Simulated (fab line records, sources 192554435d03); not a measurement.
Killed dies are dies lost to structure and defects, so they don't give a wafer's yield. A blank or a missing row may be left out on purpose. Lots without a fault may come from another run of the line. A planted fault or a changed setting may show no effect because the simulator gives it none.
Problem report in the 8D (eight disciplines) form, filled by code | flow n5_finfet | the parts of the form that need people (team, actions taken, sign-off) are left out

1. THE PROBLEM
killed_at_other at N5_PASSIVATION_PROBE_49 reads a mean of 1084.5 on 2 wafers of 1 lot; wafers without a fault read 3.4 with a standard deviation of 2.9. That is +99 or more standard deviations from the usual mean.
First seen on wafer L597.3, day 15 01:49, on prober-02. The record holds 3 wafers of 1 lot with a number at this step. Rule for "out", or "out of limits": more than 4 standard deviations from the usual mean. The other wafers with a number count as sound.

2. WHAT IT IS AND WHAT IT IS NOT
question                    | is                                                                                                                  | is not
which readings at this step | killed_at_other, defect_limited_yield, killed_dies, killed_on_rim, sort_bin_5_function, sort_n_pass, sort_yield_pct | killed_at_M0_to_M3, killed_at_M4_up, killed_at_contacts, killed_at_front_end, killed_open, killed_short, sort_bin_6_memory, sort_bin_8_speed
which lots                  | L597                                                                                                                | -
which wafers of those lots  | L597.3, L597.4                                                                                                      | L597.6
read on which tools         | prober-02                                                                                                           | -
when                        | from day 15 01:49                                                                                                   | up to then (0 sound wafers); but 1 sound wafer of L597 came after

3. SUSPECTS, AND WHAT RULES EACH OUT
Counting: a tool at a process step up to the reading stays a suspect if it ran every lot that is out. Sound lots after the first of them don't rule it out here, since some wafers of a struck lot are sound.
- pecvd-04 at N5_PASSIVATION_PECVD_55 (deposits SiO2 from SiH4/N2O, target thk 400 nm, time 22.5 s): kept. It ran the lot that is out, L597 (day 14 16:46).
- rie_diel-01 at N5_PASSIVATION_DESCUM_12 (chemistry O2, time 7.9 s): kept. It ran the lot that is out, L597 (day 14 17:58).
- rie_diel-04 at N5_PASSIVATION_ETCH_54 (etches SiO2 in CHF3/O2, target depth 880 nm, time 440 s): kept. It ran the lot that is out, L597 (day 14 22:21).
- prober-02 at N5_PASSIVATION_PROBE_49: kept. It ran the lot that is out, L597 (day 15 01:49). Its own readings are out on those wafers: defect_limited_yield, killed_at_other, killed_dies, killed_on_rim, sort_bin_5_function, sort_n_pass, sort_yield_pct.
- Within pecvd-04 at N5_PASSIVATION_PECVD_55: the wafers that are out ran in chamber 0; their sound lot-mates ran in chamber 1.
- Within rie_diel-04 at N5_PASSIVATION_ETCH_54: the wafers that are out ran in chamber 2; their sound lot-mates ran in chamber 1.
Left after counting: pecvd-04 at N5_PASSIVATION_PECVD_55, rie_diel-01 at N5_PASSIVATION_DESCUM_12, rie_diel-04 at N5_PASSIVATION_ETCH_54, prober-02 at N5_PASSIVATION_PROBE_49.

4. THE CAUSE (what the simulator had put in)
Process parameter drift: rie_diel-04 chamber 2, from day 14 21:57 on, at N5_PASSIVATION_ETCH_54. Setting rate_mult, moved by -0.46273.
Counting left 4 suspects, and this tool is among them.

5. THE CHAIN OF EFFECTS, in route order
Each row: a reading whose mean over the struck wafers that have a number lies more than 3 standard deviations from the usual. Only readings for which the record gives a usual standard deviation are gone through. hours: the time from each lot's start at the first step in this table that gives one to its start at this step, as a median over the lots. sigmas: the change in usual standard deviations.
hours | step                    | reading              | usual  | on struck wafers | change  | sigmas
0     | N5_PASSIVATION_PROBE_49 | defect_limited_yield | 91.3 % | 0.0              | -91.3   | -54
0     | N5_PASSIVATION_PROBE_49 | killed_at_other      | 3.4    | 1084.5           | +1081.1 | +99 or more
0     | N5_PASSIVATION_PROBE_49 | killed_dies          | 103    | 1180             | +1077   | +54
0     | N5_PASSIVATION_PROBE_49 | killed_on_rim        | 14     | 152              | +138    | +32
0     | N5_PASSIVATION_PROBE_49 | sort_bin_5_function  | 5.1 %  | 96.5             | +91.5   | +83
0     | N5_PASSIVATION_PROBE_49 | sort_n_pass          | 1077   | 0                | -1077   | -54
0     | N5_PASSIVATION_PROBE_49 | sort_yield_pct       | 91.3 % | 0.0              | -91.3   | -54
The process steps in it:
- N5_PASSIVATION_PROBE_49

6. WHAT WOULD HAVE CAUGHT IT SOONER
In this record the first reading out of limits was taken at day 15 01:49, 4 hours after the fault began at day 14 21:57.
Of the tool readings at N5_PASSIVATION_ETCH_54 for which the record gives a usual standard deviation, none was out on any struck wafer, so an alarm limit of 4 standard deviations on them would not have fired.
All the lots that are out (1) had begun N5_PASSIVATION_ETCH_54 on rie_diel-04 by day 15 01:49. A hold on the tool at that time would have spared none of them.
